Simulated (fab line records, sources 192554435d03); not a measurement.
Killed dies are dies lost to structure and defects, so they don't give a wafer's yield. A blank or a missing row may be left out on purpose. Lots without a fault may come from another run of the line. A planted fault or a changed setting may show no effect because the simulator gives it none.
Split-lot experiment | flow n5_finfet | 7 lots, 21 wafers read, on a route of 1938 steps

THE SPLIT
At N5_SD_EPI_N_PEB_07 (peb time 60 s), the setting peb_time_s was moved away from the recipe's 60 s on 9 of the 21 wafers read, by -21.9% to +20.0%. The other wafers ran this setting at the recipe's value.

FROM THE SPLIT TO THE READING: what the file shows between them, 1 step
- N5_SD_EPI_N_DEVELOP_08: develop time 30 s

THE READING
cd_nm, in nm, at N5_SD_EPI_N_CD_MEAS_09 (target cd 120 nm). Fault-free wafers of this fab line usually give 119.3 nm, standard deviation 0.78 nm.

wafer  | tool, chamber at the split | peb_time_s as run, s | against the recipe | cd_nm, nm | against lot-mates on the recipe
L075.2 | litho_track-05, 0          | 71.99                | +20.0%             | 125.1     | +4.9
L075.4 | litho_track-05, 0          | 60                   | recipe             | 120.3     | -
L075.6 | litho_track-05, 0          | 60                   | recipe             | 120.1     | -
L085.2 | litho_track-01, 0          | 60                   | recipe             | 118.6     | -
L085.3 | litho_track-01, 0          | 66.68                | +11.1%             | 123.7     | +5.1
L085.5 | litho_track-01, 0          | 66.68                | +11.1%             | 121.9     | +3.3
L087.1 | litho_track-05, 0          | 60                   | recipe             | 120.9     | -
L087.2 | litho_track-05, 0          | 65.92                | +9.9%              | 123.5     | +2.5
L087.3 | litho_track-05, 0          | 60                   | recipe             | 121.0     | -
L092.2 | litho_track-01, 0          | 46.86                | -21.9%             | 108.6     | -9.2
L092.5 | litho_track-01, 0          | 60                   | recipe             | 117.8     | -
L092.6 | litho_track-01, 0          | 46.86                | -21.9%             | 109.4     | -8.4
L093.1 | litho_track-03, 0          | 60                   | recipe             | 119.7     | -
L093.4 | litho_track-03, 0          | 60                   | recipe             | 119.6     | -
L093.6 | litho_track-03, 0          | 70.16                | +16.9%             | 124.5     | +4.8
L094.2 | litho_track-03, 0          | 60                   | recipe             | 119.5     | -
L094.4 | litho_track-03, 0          | 60                   | recipe             | 118.7     | -
L094.6 | litho_track-03, 0          | 60                   | recipe             | 119.0     | -
L097.1 | litho_track-03, 0          | 52.57                | -12.4%             | 115.4     | -4.4
L097.2 | litho_track-03, 0          | 52.57                | -12.4%             | 114.8     | -5.0
L097.4 | litho_track-03, 0          | 60                   | recipe             | 119.8     | -

THE FIT
A straight line over all 21 wafers: cd_nm changes by +0.382 nm for each +1% of peb_time_s; r = +0.96; the points scatter about the line by 1.2 nm.
The same after taking each lot's own level away (the mean of its wafers on the recipe; 21 wafers): +0.349 nm for each +1%; r = +0.98; scatter 0.72 nm.
On that fit, the largest move of peb_time_s shifts the reading by 7.6 nm.
The lots' own levels span 117.80 to 120.95 nm, that is 4.0 times the standard deviation above.
So the lot-to-lot level changes the slope little: the two slopes agree.
Check: with one of the wafers moved furthest among these (-21.9%) left out of the fit, the line predicts -7.51 nm for it against its lot-mates. It came out at -9.2 nm against them.

OTHER SPLITS ON THESE WAFERS
These wafers also went through other splits before the reading. Each is held against what the fit with the lots' levels taken away leaves over:
other split on the same wafers | wafers away from the commonest value | r with cd_nm (lot level and that fit taken away)
N5_ZERO_LAYER_PECVD_02 time_s  | 5                                    | +0.04
N5_FIN_SAQP_COAT_10 spin_rpm   | 7                                    | -0.05
N5_DUMMY_GATE_CVD_03 temp_c    | 12                                   | -0.36
N5_DUMMY_GATE_COAT_28 spin_rpm | 5                                    | +0.10

THE WHOLE CHAIN: every reading that the file lists as answering this split, in the file's order
step                   | what it does             | reading                                                         | change (the file's fit)               | r (the file's)
N5_SD_EPI_N_CD_MEAS_09 | target cd 120 nm         | cd_nm                                                           | +0.324 nm for each +1% of the setting | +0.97
N5_SD_EPI_N_DESCUM_14  | chemistry O2, time 7.9 s | SD_EPI_N.cd_nm (the simulator's own value, which no gauge read) | +0.327 nm for each +1% of the setting | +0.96

THE FILE'S OWN FIT
cd_nm changes by +0.324 nm for each +1% of peb_time_s, r = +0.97.
